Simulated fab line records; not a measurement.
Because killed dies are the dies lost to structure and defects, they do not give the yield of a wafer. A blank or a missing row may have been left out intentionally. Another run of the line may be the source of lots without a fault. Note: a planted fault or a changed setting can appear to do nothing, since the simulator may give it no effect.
The same fault as seen by 3 desks | flow n5 finfet | each desk holds nothing but its own numbers, with what lay behind them at the end

METROLOGY DESK
What the gauges read for every lot (on any tool): the sampled wafers with a number, averaged. Marked OUT: a lot whose mean sits more than 4 standard deviations from the usual mean, which makes it out of limits; the brackets give that distance. Readings shown: 7 out of 11 (the first out of limits, and those lying furthest out on some lot).
Columns: A = trench depth nm at N5_STI_FIN_REVEAL_FIN_H_MEAS_10, usual 52.2 nm; B = DIBL_N at N5_BEOL_M4_RC_MEAS_101, usual 36.1 mV/V; C = DIBL_P at N5_BEOL_M4_RC_MEAS_101, usual 36.3 mV/V; D = IOFF_N at N5_BEOL_M4_RC_MEAS_101, usual 0.15 nA/um; E = IOFF_P at N5_BEOL_M4_RC_MEAS_101, usual 0.21 nA/um; F = ION_P at N5_BEOL_M4_RC_MEAS_101, usual 463 uA/um; G = SS_P at N5_BEOL_M4_RC_MEAS_101, usual 73.2 mV/dec
lot  | first seen here | A               | B    | C    | D    | E    | F   | G
L694 | day 3 02:13     | 54.0            | 35.0 | 36.5 | 0.15 | 0.23 | 482 | 73.1
L699 | day 4 06:40     | 54.3            | 34.4 | 34.7 | 0.15 | 0.20 | 473 | 72.9
L700 | day 4 12:21     | 54.8            | 34.8 | 34.5 | 0.12 | 0.17 | 478 | 73.0
L701 | day 4 18:37     | 57.0 (+5.4) OUT | 33.9 | 33.2 | 0.14 | 0.21 | 501 | 72.0
L707 | day 6 06:37     | 51.9            | 36.4 | 36.3 | 0.17 | 0.24 | 472 | 72.8
L710 | day 7 01:06     | 51.0            | 41.1 | 42.0 | 0.23 | 0.29 | 464 | 74.8
L711 | day 7 06:46     | 52.8            | 36.8 | 38.0 | 0.16 | 0.20 | 462 | 73.3
L712 | day 7 13:28     | 52.3            | 34.8 | 35.9 | 0.14 | 0.20 | 464 | 73.4
L713 | day 7 20:14     | 51.9            | 34.6 | 34.5 | 0.14 | 0.20 | 458 | 72.6
L714 | day 8 00:46     | 51.3            | 37.3 | 36.1 | 0.15 | 0.22 | 458 | 72.6
L715 | day 8 06:32     | 52.2            | 37.0 | 36.1 | 0.16 | 0.23 | 470 | 73.4
Finding of this desk: L701 out of limits; the first was L701 at day 4 18:37, on trench depth nm at N5_STI_FIN_REVEAL_FIN_H_MEAS_10. L694, L699, L700, L707, L710, L711, L712, L713, L714, L715: within limits.

THE DEFECT DESK
Per lot, the means of the sampled wafers with a number show what the inspections along the route counted. Marked OUT: a lot whose mean sits more than 4 standard deviations from the usual mean, which makes it out of limits; the brackets give that distance.
Columns: A = raw defect count at N5_STI_FIN_REVEAL_INSPECT_13, usual 12
lot  | first seen here | A
L694 | day 3 02:18     | 12
L699 | day 4 06:45     | 7
L700 | day 4 12:26     | 10
L701 | day 4 18:42     | 14
L707 | day 6 06:43     | 12
L710 | day 7 01:11     | 10
L711 | day 7 06:52     | 10
L712 | day 7 13:33     | 18
L713 | day 7 20:19     | 9
L714 | day 8 00:51     | 18
L715 | day 8 06:38     | 16
Finding of this desk: none of the 11 lots has anything out of limits.

AT THE TOOL OWNER'S DESK: vapor etch-01
The tool's own readings at N5_STI_FIN_REVEAL_RECESS_09 (chemistry HF/NH3, target SiO2, afs cycles 11, target depth 42.5 nm, sublimation time 60 s): means of the sampled wafers that have a number, for each lot that ran on this tool. Marked OUT: a lot whose mean sits more than 4 standard deviations from the usual mean, which makes it out of limits; the brackets give that distance.
Columns: A = drypump motor current A at N5_STI_FIN_REVEAL_RECESS_09, usual 5.9 A; B = temp c at N5_STI_FIN_REVEAL_RECESS_09, usual 30.02 C
lot  | first seen here | A   | B
L699 | day 4 04:29     | 6.0 | 30.13
L700 | day 4 09:39     | 5.8 | 30.02
L701 | day 4 15:54     | 6.3 | 30.06
L711 | day 7 04:02     | 5.5 | 30.05
L712 | day 7 10:46     | 5.7 | 30.03
L714 | day 7 22:02     | 6.0 | 29.98
L715 | day 8 04:22     | 5.7 | 29.96
Finding of this desk: none of the 7 lots has anything out of limits.

PUT TOGETHER
At day 4 18:37 the metrology desk could have sounded an alarm, on L701.
No out-of-limits result turned up at the defect desk.
The tool owner's desk saw nothing out of limits.
The defect desk has L701 on record, within its limits.
The tool owner's desk has L701 on record, within its limits.
Every lot named ran N5_STI_FIN_REVEAL_RECESS_09 on vapor etch-01.

WHAT WAS PUT IN BY THE SIMULATOR
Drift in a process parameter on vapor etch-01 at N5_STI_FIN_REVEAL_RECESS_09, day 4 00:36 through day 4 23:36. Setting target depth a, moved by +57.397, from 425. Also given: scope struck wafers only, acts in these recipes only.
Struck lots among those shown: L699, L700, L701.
Time in hours between the start of the fault and the first out-of-limits reading at each desk: metrology desk, 18.
